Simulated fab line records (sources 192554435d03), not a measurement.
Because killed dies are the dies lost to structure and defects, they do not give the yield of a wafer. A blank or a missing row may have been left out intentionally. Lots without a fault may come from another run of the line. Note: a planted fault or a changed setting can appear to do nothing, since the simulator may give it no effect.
fab line records :: flow n5Finfet
record
  lots=5
  wafers=15
  lastDay=19
route steps=1938 shown BEOL_M9@1450
lots with no fault: from the same line, run without faults
startH: hours from the record's opening day to when the first of the lot's shown wafers began :: waitH: hours from the lot's prior step to this one :: " same as the row above :: L1.1+2: a row that stands for several wafers :: - no value, or no start was given :: * or withheld: withheld :: < > ~ a bound
route shown NAME@n: a module of which the file shows steps, and the number in the route of the first :: usual: the fault-free wafers' mean and standard deviation :: same: alike in all rows :: chamber/n: place in a boat :: sites: readings site by site :: _std_site: the values' standard deviation :: _edge_site: outer sites' mean less inner sites' :: radiusMm: how far each site lies from the wafer's centre :: mask NAME#n: copy n :: behind: the tool/chamber that last shaped the wafer :: hold: why the lot was held/for how many hours/how that ended :: device: the n, p or np transistor that did not switch :: end of line: the route-end tests of the same wafers :: a step given without rows: its recipe and nothing more :: killed: not the wafer's yield, but the dies lost to structure and defects at the first sort :: map: shows each die of a wafer: x if killed, . if not, _ if none is there
set.NAME: setting as actually run; set.NAME@STEP: the setting as run at that earlier step :: model.NAME: the simulator's own value behind a step, which no gauge read
lots seen at some steps along the route; tables by step, rows by wafer
services: a tool's chamber out of use, with start hour (startH, from the record's first day; less than 0 if before it), hours out, and reason
## steps
# step N5_BEOL_M9_HM_STRIP_39
# recipe
  chemistry=peroxideTinStrip
  material=TiN
  targetDepthA=250
  tempC=50
  timeS=158
# step N5_BEOL_M9_SRD_40
# recipe
  timeS=30
  tempC=23
  rinseLiquid=diw
  dry=ipaMarangoni
# step N5_BEOL_M9_PRECLEAN_42
# recipe
  chemistry=residueRemover
  timeS=60
  tempC=40
# step N5_BEOL_M9_SRD_43
# recipe
  timeS=30
  tempC=23
  rinseLiquid=diw
  dry=ipaMarangoni
# step N5_BEOL_M9_CD_MEAS_35
# recipe
  targetCdNm=70
  targetCdYNm=40
  polarity=opening
# usual
  cdNm=70.4/0.61
lot.wafer: L749.2
tool: cdSem-02
chamber: -
startH: 285.26
waitH: 0.0
cdNm: 70.1

lot.wafer: L749.4
tool: cdSem-02
chamber: -
startH: 285.26
waitH: 0.0
cdNm: 69.3

lot.wafer: L749.5
tool: cdSem-02
chamber: -
startH: 285.26
waitH: 0.0
cdNm: 69.5

lot.wafer: L751.2
tool: cdSem-02
chamber: -
startH: 301.71
waitH: 0.0
cdNm: 71.3

lot.wafer: L751.3
tool: cdSem-02
chamber: -
startH: 301.71
waitH: 0.0
cdNm: 70.2

lot.wafer: L751.6
tool: cdSem-02
chamber: -
startH: 301.71
waitH: 0.0
cdNm: 70.6

lot.wafer: L758.1
tool: cdSem-02
chamber: -
startH: 350.90
waitH: 0.0
cdNm: 70.1

lot.wafer: L758.2
tool: cdSem-02
chamber: -
startH: 350.90
waitH: 0.0
cdNm: 69.4

lot.wafer: L758.3
tool: cdSem-02
chamber: -
startH: 350.90
waitH: 0.0
cdNm: 70.6

lot.wafer: L762.4
tool: cdSem-02
chamber: -
startH: 359.88
waitH: 0.0
cdNm: 70.1

lot.wafer: L762.5
tool: cdSem-02
chamber: -
startH: 359.88
waitH: 0.0
cdNm: 69.4

lot.wafer: L762.6
tool: cdSem-02
chamber: -
startH: 359.88
waitH: 0.0
cdNm: 70.9

lot.wafer: L764.2
tool: cdSem-03
chamber: -
startH: 386.20
waitH: 0.0
cdNm: 70.1

lot.wafer: L764.3
tool: cdSem-03
chamber: -
startH: 386.20
waitH: 0.0
cdNm: 70.5

lot.wafer: L764.4
tool: cdSem-03
chamber: -
startH: 386.20
waitH: 0.0
cdNm: 70.3
# step N5_BEOL_M9_CURE_72
# recipe
  tempC=370
  timeS=120
  ambient=DMADMS/He
  material=SiCOH_lowk
# usual
  lampPowerPct=52.31/0.057
  wafer_temp_C_max=371.5/0.45
lot.wafer: L749.2
tool: uvCure-02
chamber: 0
startH: 285.35
waitH: 0.1
lampPowerPct: 52.26
wafer_temp_C_max: 372.3

lot.wafer: L749.4
tool: uvCure-02
chamber: 0
startH: 285.35
waitH: 0.1
lampPowerPct: 52.36
wafer_temp_C_max: 371.7

lot.wafer: L749.5
tool: uvCure-02
chamber: 0
startH: 285.35
waitH: 0.1
lampPowerPct: 52.37
wafer_temp_C_max: 372.3

lot.wafer: L751.2
tool: uvCure-02
chamber: 1
startH: 301.81
waitH: 0.1
lampPowerPct: 52.23
wafer_temp_C_max: 371.9

lot.wafer: L751.3
tool: uvCure-02
chamber: 1
startH: 301.81
waitH: 0.1
lampPowerPct: 52.32
wafer_temp_C_max: 371.4

lot.wafer: L751.6
tool: uvCure-02
chamber: 1
startH: 301.81
waitH: 0.1
lampPowerPct: 52.35
wafer_temp_C_max: 371.4

lot.wafer: L758.1
tool: uvCure-03
chamber: 1
startH: 350.94
waitH: 0.0
lampPowerPct: 52.18
wafer_temp_C_max: 371.6

lot.wafer: L758.2
tool: uvCure-03
chamber: 1
startH: 350.94
waitH: 0.0
lampPowerPct: 52.36
wafer_temp_C_max: 371.8

lot.wafer: L758.3
tool: uvCure-03
chamber: 1
startH: 350.94
waitH: 0.0
lampPowerPct: 52.31
wafer_temp_C_max: 371.1

lot.wafer: L762.4
tool: uvCure-02
chamber: 1
startH: 360.07
waitH: 0.2
lampPowerPct: 52.25
wafer_temp_C_max: 371.7

lot.wafer: L762.5
tool: uvCure-02
chamber: 1
startH: 360.07
waitH: 0.2
lampPowerPct: 52.20
wafer_temp_C_max: 372.5

lot.wafer: L762.6
tool: uvCure-02
chamber: 1
startH: 360.07
waitH: 0.2
lampPowerPct: 52.27
wafer_temp_C_max: 372.4

lot.wafer: L764.2
tool: uvCure-03
chamber: 2
startH: 386.29
waitH: 0.1
lampPowerPct: 52.35
wafer_temp_C_max: 371.6

lot.wafer: L764.3
tool: uvCure-03
chamber: 2
startH: 386.29
waitH: 0.1
lampPowerPct: 52.29
wafer_temp_C_max: 371.4

lot.wafer: L764.4
tool: uvCure-03
chamber: 2
startH: 386.29
waitH: 0.1
lampPowerPct: 52.31
wafer_temp_C_max: 371.4
# step N5_BEOL_M9_DEGAS_44
# recipe
  ambient=vacuum
  tempC=250
  timeS=60
# step N5_BEOL_M9_PRE_CLEAN_45
# recipe
  gas=H2/He
  timeS=30
  tempC=250
# usual
  heaterPowerW=329/28
lot.wafer: L749.2
tool: pvdSputter-03
chamber: -
startH: 285.79
waitH: 0.0
heaterPowerW: 343

lot.wafer: L749.4
tool: pvdSputter-03
chamber: -
startH: 285.79
waitH: 0.0
heaterPowerW: 359

lot.wafer: L749.5
tool: pvdSputter-03
chamber: -
startH: 285.79
waitH: 0.0
heaterPowerW: 309

lot.wafer: L751.2
tool: pvdSputter-01
chamber: -
startH: 302.56
waitH: 0.0
heaterPowerW: 303

lot.wafer: L751.3
tool: pvdSputter-01
chamber: -
startH: 302.56
waitH: 0.0
heaterPowerW: 344

lot.wafer: L751.6
tool: pvdSputter-01
chamber: -
startH: 302.56
waitH: 0.0
heaterPowerW: 349

lot.wafer: L758.1
tool: pvdSputter-03
chamber: -
startH: 353.18
waitH: 0.0
heaterPowerW: 294

lot.wafer: L758.2
tool: pvdSputter-03
chamber: -
startH: 353.18
waitH: 0.0
heaterPowerW: 354

lot.wafer: L758.3
tool: pvdSputter-03
chamber: -
startH: 353.18
waitH: 0.0
heaterPowerW: 318

lot.wafer: L762.4
tool: pvdSputter-02
chamber: -
startH: 360.33
waitH: 0.0
heaterPowerW: 319

lot.wafer: L762.5
tool: pvdSputter-02
chamber: -
startH: 360.33
waitH: 0.0
heaterPowerW: 363

lot.wafer: L762.6
tool: pvdSputter-02
chamber: -
startH: 360.33
waitH: 0.0
heaterPowerW: 312

lot.wafer: L764.2
tool: pvdSputter-01
chamber: -
startH: 386.82
waitH: 0.0
heaterPowerW: 312

lot.wafer: L764.3
tool: pvdSputter-01
chamber: -
startH: 386.82
waitH: 0.0
heaterPowerW: 347

lot.wafer: L764.4
tool: pvdSputter-01
chamber: -
startH: 386.82
waitH: 0.0
heaterPowerW: 333
# step N5_BEOL_M9_ALD_74
# recipe
  material=TaN
  targetThkA=20
  tempC=275
  aldPrecursorFamily=PDMAT
  aldCoReactant=NH3
  pressureTorr=3
  carrierFlowSccm=1500
  pulseTimeS=2
  purgeTimeS=3
  coReactantPurgeTimeS=2
  coReactantPulseTimeS=3
  aldCycles=40
  precursorVesselTempC=75
  precursorVesselPressureTorr=26.25
  precursorVesselCarrierSccm=1000
# step N5_BEOL_M9_SURFACE_TREAT_79
# recipe
  gas=Ar
  timeS=*
  ionEnergyEv=*
  ionCurrentMaCm2=0.5
  pressureMtorr=*
  arFlowSccm=30
# usual
  throttleValvePct=*
lot.wafer: L749.2
tool: pvdSputter-01
chamber: -
startH: 286.27
waitH: 0.3
throttleValvePct: *

lot.wafer: L749.4
tool: pvdSputter-01
chamber: -
startH: 286.27
waitH: 0.3
throttleValvePct: *

lot.wafer: L749.5
tool: pvdSputter-01
chamber: -
startH: 286.27
waitH: 0.3
throttleValvePct: *

lot.wafer: L751.2
tool: pvdSputter-01
chamber: -
startH: 303.02
waitH: 0.2
throttleValvePct: *

lot.wafer: L751.3
tool: pvdSputter-01
chamber: -
startH: 303.02
waitH: 0.2
throttleValvePct: *

lot.wafer: L751.6
tool: pvdSputter-01
chamber: -
startH: 303.02
waitH: 0.2
throttleValvePct: *

lot.wafer: L758.1
tool: pvdSputter-03
chamber: -
startH: 355.38
waitH: 1.8
throttleValvePct: *

lot.wafer: L758.2
tool: pvdSputter-03
chamber: -
startH: 355.38
waitH: 1.8
throttleValvePct: *

lot.wafer: L758.3
tool: pvdSputter-03
chamber: -
startH: 355.38
waitH: 1.8
throttleValvePct: *

lot.wafer: L762.4
tool: pvdSputter-02
chamber: -
startH: 360.79
waitH: 0.2
throttleValvePct: *

lot.wafer: L762.5
tool: pvdSputter-02
chamber: -
startH: 360.79
waitH: 0.2
throttleValvePct: *

lot.wafer: L762.6
tool: pvdSputter-02
chamber: -
startH: 360.79
waitH: 0.2
throttleValvePct: *

lot.wafer: L764.2
tool: pvdSputter-02
chamber: -
startH: 389.69
waitH: 2.6
throttleValvePct: *

lot.wafer: L764.3
tool: pvdSputter-02
chamber: -
startH: 389.69
waitH: 2.6
throttleValvePct: *

lot.wafer: L764.4
tool: pvdSputter-02
chamber: -
startH: 389.69
waitH: 2.6
throttleValvePct: *
# step N5_BEOL_M9_CVD_78
# recipe
  material=Co
  targetThkA=20
  tempC=withheld
  precursor=CCTBA/H2
  pressureTorr=30
  timeS=138.9
# step N5_BEOL_M9_SPUTTER_48
# recipe
  material=Cu
  targetThkA=120
  tempC=-20
  biasV=60
  powerW=26000
  chamberPressurePa=0.13
  timeS=2
# usual
  cathodeDcPowerW=26000/4.9
  throttleValvePct=30.4/1.3
lot.wafer: L749.2
tool: pvdSputter-02
chamber: -
startH: 286.95
waitH: 0.4
cathodeDcPowerW: 26004
throttleValvePct: 31.6

lot.wafer: L749.4
tool: pvdSputter-02
chamber: -
startH: 286.95
waitH: 0.4
cathodeDcPowerW: 26004
throttleValvePct: 29.9

lot.wafer: L749.5
tool: pvdSputter-02
chamber: -
startH: 286.95
waitH: 0.4
cathodeDcPowerW: 26002
throttleValvePct: 29.9

lot.wafer: L751.2
tool: pvdSputter-03
chamber: -
startH: 303.52
waitH: 0.3
cathodeDcPowerW: 25991
throttleValvePct: 29.2

lot.wafer: L751.3
tool: pvdSputter-03
chamber: -
startH: 303.52
waitH: 0.3
cathodeDcPowerW: 26005
throttleValvePct: 29.3

lot.wafer: L751.6
tool: pvdSputter-03
chamber: -
startH: 303.52
waitH: 0.3
cathodeDcPowerW: 26004
throttleValvePct: 29.2

lot.wafer: L758.1
tool: pvdSputter-03
chamber: -
startH: 355.82
waitH: 0.1
cathodeDcPowerW: 25999
throttleValvePct: 31.0

lot.wafer: L758.2
tool: pvdSputter-03
chamber: -
startH: 355.82
waitH: 0.1
cathodeDcPowerW: 26000
throttleValvePct: 29.4

lot.wafer: L758.3
tool: pvdSputter-03
chamber: -
startH: 355.82
waitH: 0.1
cathodeDcPowerW: 25994
throttleValvePct: 30.1

lot.wafer: L762.4
tool: pvdSputter-03
chamber: -
startH: 361.23
waitH: 0.1
cathodeDcPowerW: 26005
throttleValvePct: 29.0

lot.wafer: L762.5
tool: pvdSputter-03
chamber: -
startH: 361.23
waitH: 0.1
cathodeDcPowerW: 26006
throttleValvePct: 30.5

lot.wafer: L762.6
tool: pvdSputter-03
chamber: -
startH: 361.23
waitH: 0.1
cathodeDcPowerW: 26012
throttleValvePct: 31.0

lot.wafer: L764.2
tool: pvdSputter-02
chamber: -
startH: 390.03
waitH: 0.2
cathodeDcPowerW: 25999
throttleValvePct: 29.6

lot.wafer: L764.3
tool: pvdSputter-02
chamber: -
startH: 390.03
waitH: 0.2
cathodeDcPowerW: 26015
throttleValvePct: 31.7

lot.wafer: L764.4
tool: pvdSputter-02
chamber: -
startH: 390.03
waitH: 0.2
cathodeDcPowerW: 26000
throttleValvePct: 30.0
# step N5_BEOL_M9_ECD_50
# recipe
  material=Cu
  targetThkA=3180
lot.wafer: L749.2
tool: ecdCu-02
chamber: 0
startH: 287.07
waitH: 0.1
model.Cu_of_BEOL_M9_ECD_50.thkNm: 316.4

lot.wafer: L749.4
tool: ecdCu-02
chamber: 1
startH: 287.07
waitH: 0.1
model.Cu_of_BEOL_M9_ECD_50.thkNm: 314.6

lot.wafer: L749.5
tool: ecdCu-02
chamber: 0
startH: 287.07
waitH: 0.1
model.Cu_of_BEOL_M9_ECD_50.thkNm: 320.6

lot.wafer: L751.2
tool: ecdCu-01
chamber: 1
startH: 303.66
waitH: 0.1
model.Cu_of_BEOL_M9_ECD_50.thkNm: 207.4

lot.wafer: L751.3
tool: ecdCu-01
chamber: 0
startH: 303.66
waitH: 0.1
model.Cu_of_BEOL_M9_ECD_50.thkNm: 316.8

lot.wafer: L751.6
tool: ecdCu-01
chamber: 1
startH: 303.66
waitH: 0.1
model.Cu_of_BEOL_M9_ECD_50.thkNm: 314.4

lot.wafer: L758.1
tool: ecdCu-02
chamber: 0
startH: 355.93
waitH: 0.1
model.Cu_of_BEOL_M9_ECD_50.thkNm: 316.8

lot.wafer: L758.2
tool: ecdCu-02
chamber: 1
startH: 355.93
waitH: 0.1
model.Cu_of_BEOL_M9_ECD_50.thkNm: 319.6

lot.wafer: L758.3
tool: ecdCu-02
chamber: 0
startH: 355.93
waitH: 0.1
model.Cu_of_BEOL_M9_ECD_50.thkNm: 315.8

lot.wafer: L762.4+6
tool: ecdCu-01
chamber: 0
startH: 361.38
waitH: 0.1
model.Cu_of_BEOL_M9_ECD_50.thkNm: 318

lot.wafer: L762.5
tool: ecdCu-01
chamber: 1
startH: 361.38
waitH: 0.1
model.Cu_of_BEOL_M9_ECD_50.thkNm: 317.2

lot.wafer: L764.2
tool: ecdCu-01
chamber: 1
startH: 390.14
waitH: 0.1
model.Cu_of_BEOL_M9_ECD_50.thkNm: 318.4

lot.wafer: L764.3
tool: ecdCu-01
chamber: 1
startH: 390.14
waitH: 0.1
model.Cu_of_BEOL_M9_ECD_50.thkNm: 319.4

lot.wafer: L764.4
tool: ecdCu-01
chamber: 0
startH: 390.14
waitH: 0.1
model.Cu_of_BEOL_M9_ECD_50.thkNm: 319.2
# step N5_BEOL_M9_ANNEAL_51
# recipe
  tempC=225
  timeS=90
  ambient=N2
# usual
  wafer_temp_C_max=226.15/0.27
lot.wafer: L749.2
tool: rtpAnneal-01
chamber: 0
startH: 287.23
waitH: 0.1
wafer_temp_C_max: 225.65

lot.wafer: L749.4
tool: rtpAnneal-01
chamber: 0
startH: 287.23
waitH: 0.1
wafer_temp_C_max: 225.84

lot.wafer: L749.5
tool: rtpAnneal-01
chamber: 0
startH: 287.23
waitH: 0.1
wafer_temp_C_max: 225.96

lot.wafer: L751.2
tool: rtpAnneal-02
chamber: 0
startH: 304.02
waitH: 0.3
wafer_temp_C_max: 226.60

lot.wafer: L751.3
tool: rtpAnneal-02
chamber: 0
startH: 304.02
waitH: 0.3
wafer_temp_C_max: 225.97

lot.wafer: L751.6
tool: rtpAnneal-02
chamber: 0
startH: 304.02
waitH: 0.3
wafer_temp_C_max: 226.13

lot.wafer: L758.1
tool: rtpAnneal-02
chamber: 0
startH: 356.04
waitH: 0.1
wafer_temp_C_max: 226.54

lot.wafer: L758.2
tool: rtpAnneal-02
chamber: 0
startH: 356.04
waitH: 0.1
wafer_temp_C_max: 226.36

lot.wafer: L758.3
tool: rtpAnneal-02
chamber: 0
startH: 356.04
waitH: 0.1
wafer_temp_C_max: 226.50

lot.wafer: L762.4
tool: rtpAnneal-01
chamber: 0
startH: 361.80
waitH: 0.4
wafer_temp_C_max: 226.04

lot.wafer: L762.5
tool: rtpAnneal-01
chamber: 0
startH: 361.80
waitH: 0.4
wafer_temp_C_max: 226.10

lot.wafer: L762.6
tool: rtpAnneal-01
chamber: 0
startH: 361.80
waitH: 0.4
wafer_temp_C_max: 225.80

lot.wafer: L764.2
tool: rtpAnneal-02
chamber: 0
startH: 390.30
waitH: 0.1
wafer_temp_C_max: 225.95

lot.wafer: L764.3
tool: rtpAnneal-02
chamber: 0
startH: 390.30
waitH: 0.1
wafer_temp_C_max: 226.19

lot.wafer: L764.4
tool: rtpAnneal-02
chamber: 0
startH: 390.30
waitH: 0.1
wafer_temp_C_max: 226.47
# step N5_BEOL_M9_CMP_52
# recipe
  stopOn=SiCOH_lowk
  tOverpolishS=7
  downForcePsi=1
  platenRpm=50
  clearingPlatenDownForcePsi=1.5
  clearingPlatenRpm=50
  postCmpClean=cuAlkaline
  targetThkNm=140
  clearingPlatenPadVelocityMS=0.99484
  padVelocityMS=0.99484
# usual
  motorCurrentA=5.9/0.39
  slurryFilterDpKPa=13.51/0.15
  timeToEndpointS=67/3.5
lot.wafer: L749.2
tool: cmp-01
chamber: 2
startH: 287.56
waitH: 0.3
motorCurrentA: 6.7
slurryFilterDpKPa: 13.52
timeToEndpointS: 67

lot.wafer: L749.4
tool: cmp-01
chamber: 1
startH: 287.56
waitH: 0.3
motorCurrentA: 5.6
slurryFilterDpKPa: 13.18
timeToEndpointS: 65

lot.wafer: L749.5
tool: cmp-01
chamber: 2
startH: 287.56
waitH: 0.3
motorCurrentA: 6.5
slurryFilterDpKPa: 13.44
timeToEndpointS: 66

lot.wafer: L751.2
tool: cmp-04
chamber: 0
startH: 304.35
waitH: 0.3
motorCurrentA: 6.1
slurryFilterDpKPa: 13.72
timeToEndpointS: 39

lot.wafer: L751.3
tool: cmp-04
chamber: 1
startH: 304.35
waitH: 0.3
motorCurrentA: 5.5
slurryFilterDpKPa: 13.76
timeToEndpointS: 64

lot.wafer: L751.6
tool: cmp-04
chamber: 3
startH: 304.35
waitH: 0.3
motorCurrentA: 6.2
slurryFilterDpKPa: 13.37
timeToEndpointS: 60

lot.wafer: L758.1
tool: cmp-03
chamber: 2
startH: 356.34
waitH: 0.3
motorCurrentA: 5.9
slurryFilterDpKPa: 13.36
timeToEndpointS: 70

lot.wafer: L758.2
tool: cmp-03
chamber: 3
startH: 356.34
waitH: 0.3
motorCurrentA: 5.6
slurryFilterDpKPa: 13.51
timeToEndpointS: 73

lot.wafer: L758.3
tool: cmp-03
chamber: 0
startH: 356.34
waitH: 0.3
motorCurrentA: 5.9
slurryFilterDpKPa: 13.68
timeToEndpointS: 67

lot.wafer: L762.4
tool: cmp-03
chamber: 2
startH: 361.96
waitH: 0.1
motorCurrentA: 6.0
slurryFilterDpKPa: 13.75
timeToEndpointS: 70

lot.wafer: L762.6
tool: cmp-03
chamber: 2
startH: 361.96
waitH: 0.1
motorCurrentA: 6.2
slurryFilterDpKPa: 13.39
timeToEndpointS: 70

lot.wafer: L762.5
tool: cmp-03
chamber: 3
startH: 361.96
waitH: 0.1
motorCurrentA: 5.4
slurryFilterDpKPa: 13.72
timeToEndpointS: 72

lot.wafer: L764.3
tool: cmp-04
chamber: 1
startH: 390.55
waitH: 0.2
motorCurrentA: 5.9
slurryFilterDpKPa: 13.51
timeToEndpointS: 68

lot.wafer: L764.2
tool: cmp-04
chamber: 3
startH: 390.55
waitH: 0.2
motorCurrentA: 6.2
slurryFilterDpKPa: 13.65
timeToEndpointS: 65

lot.wafer: L764.4
tool: cmp-04
chamber: 0
startH: 390.55
waitH: 0.2
motorCurrentA: 6.2
slurryFilterDpKPa: 13.45
timeToEndpointS: 69
# step N5_BEOL_M9_THK_MEAS_53
# recipe
  thkMeasGauge=xrf
  reads=Cu_of_BEOL_M9_ECD_50
# usual
  M9_THK=144/3.4
lot.wafer: L749.2
tool: filmMetro-01
chamber: -
startH: 287.85
waitH: -
M9_THK[nm]: 138

lot.wafer: L749.4
tool: filmMetro-01
chamber: -
startH: 287.85
waitH: -
M9_THK[nm]: 145

lot.wafer: L749.5
tool: filmMetro-01
chamber: -
startH: 287.85
waitH: -
M9_THK[nm]: 147

lot.wafer: L751.2
tool: filmMetro-01
chamber: -
startH: 304.57
waitH: -
M9_THK[nm]: 145

lot.wafer: L751.3
tool: filmMetro-01
chamber: -
startH: 304.57
waitH: -
M9_THK[nm]: 142

lot.wafer: L751.6
tool: filmMetro-01
chamber: -
startH: 304.57
waitH: -
M9_THK[nm]: 144

lot.wafer: L758.1
tool: filmMetro-01
chamber: -
startH: 356.64
waitH: -
M9_THK[nm]: 140

lot.wafer: L758.2
tool: filmMetro-01
chamber: -
startH: 356.64
waitH: -
M9_THK[nm]: 141

lot.wafer: L758.3
tool: filmMetro-01
chamber: -
startH: 356.64
waitH: -
M9_THK[nm]: 142

lot.wafer: L762.4
tool: filmMetro-01
chamber: -
startH: 362.26
waitH: -
M9_THK[nm]: 145

lot.wafer: L762.5
tool: filmMetro-01
chamber: -
startH: 362.26
waitH: -
M9_THK[nm]: 149

lot.wafer: L762.6
tool: filmMetro-01
chamber: -
startH: 362.26
waitH: -
M9_THK[nm]: 145

lot.wafer: L764.2
tool: filmMetro-01
chamber: -
startH: 390.86
waitH: 0.2
M9_THK[nm]: 136

lot.wafer: L764.3
tool: filmMetro-01
chamber: -
startH: 390.86
waitH: 0.2
M9_THK[nm]: 142

lot.wafer: L764.4
tool: filmMetro-01
chamber: -
startH: 390.86
waitH: 0.2
M9_THK[nm]: 143
## services
tool: pvdSputter-01
chamber: -
startH: 264.67
hours: 2.1
kind: repair

tool: cmp-03
chamber: -
startH: 265.54
hours: 4.3
kind: pm

tool: cmp-04
chamber: -
startH: 268.18
hours: 0.3
kind: repair

tool: uvCure-02
chamber: -
startH: 275.49
hours: 9.4
kind: repair

tool: cmp-04
chamber: -
startH: 330.66
hours: 0.8
kind: repair

tool: cmp-01
chamber: -
startH: 334.09
hours: 4.0
kind: pm

tool: cmp-01
chamber: -
startH: 338.09
hours: -
kind: consumableReplace:conditioner

tool: cmp-01
chamber: -
startH: 338.09
hours: -
kind: consumableReplace:pad

tool: cmp-04
chamber: -
startH: 358.70
hours: 1.1
kind: repair
## key
firstSign
  step=N5_BEOL_M9_CMP_52
  reading=timeToEndpointS
  direction=down
  sigmas=8.1
  usual=*
  struck=*
effect none on later readings
modelEffect
  step=N5_BEOL_M9_ECD_50
  value=Cu_of_BEOL_M9_ECD_50.thkNm
  without=316.6
  struck=207.4
metAt N5_BEOL_M9_ECD_50
struckWafers L751.2
fault
  kind=processParameterDrift
  tool=ecdCu-01
  chamber=-
  onsetH=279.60
  steps=N5_BEOL_M9_ECD_50
  channel=targetThkA
  offset=*
  shape=step
  endH=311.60
  scope=struckWafersOnly
  actsIn=*
  stated=*
